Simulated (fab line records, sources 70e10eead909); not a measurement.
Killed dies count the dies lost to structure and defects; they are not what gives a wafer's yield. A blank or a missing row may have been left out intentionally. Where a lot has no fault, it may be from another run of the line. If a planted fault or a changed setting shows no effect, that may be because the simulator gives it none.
Chamber matching / flow nandHarc / NHARC_A_STAIRCASE_DEP_417 on pecvd-04: 3 sister chambers
The step deposits Si3N4, target thk 60 nm. 3 wafers are shown with their chamber, then 10 later ones without.

WAFERS WITH THEIR CHAMBER
wafer=L088.6; chamber=2; showerheadVppV (V)=1257
wafer=L089.2; chamber=0; showerheadVppV (V)=1341
wafer=L090.4; chamber=1; showerheadVppV (V)=1377

WAFERS WITHOUT THEIR CHAMBER
wafer=L090.5; showerheadVppV (V)=1263
wafer=L092.4; showerheadVppV (V)=1375
wafer=L092.5; showerheadVppV (V)=1271
wafer=L092.6; showerheadVppV (V)=1348
wafer=L093.2; showerheadVppV (V)=1360
wafer=L093.3; showerheadVppV (V)=1390
wafer=L093.6; showerheadVppV (V)=1358
wafer=L097.2; showerheadVppV (V)=1335
wafer=L097.4; showerheadVppV (V)=1244
wafer=L097.5; showerheadVppV (V)=1382

THE CHAMBER EACH PASSED THROUGH
wafer=L090.5; from the rows above=2; in truth=2
wafer=L092.4; from the rows above=1; in truth=1
wafer=L092.5; from the rows above=2; in truth=2
wafer=L092.6; from the rows above=can't be placed: 0 or 1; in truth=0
wafer=L093.2; from the rows above=can't be placed: 1 or 0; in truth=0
wafer=L093.3; from the rows above=1; in truth=1
wafer=L093.6; from the rows above=can't be placed: 0 or 1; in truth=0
wafer=L097.2; from the rows above=0; in truth=0
wafer=L097.4; from the rows above=2; in truth=2
wafer=L097.5; from the rows above=1; in truth=1
Placed correctly: 7 of 10. Can't be placed from these rows: 3 (the true chamber is among the candidates in 3). Placed wrongly: 0.
How it was worked out, from the rows above alone: a wafer's distance from a chamber is the root of the sum, over the readings, of the square of ((its reading less the chamber's mean) divided by the reading's scatter). The wafer belongs to the nearest chamber; if the next one is less than 2 further off, it can't be placed. A chamber's mean is the mean of its shown wafers. The scatter: with one shown wafer a chamber, the root of the mean of the squares of how far each hidden wafer lies from its nearest shown one.
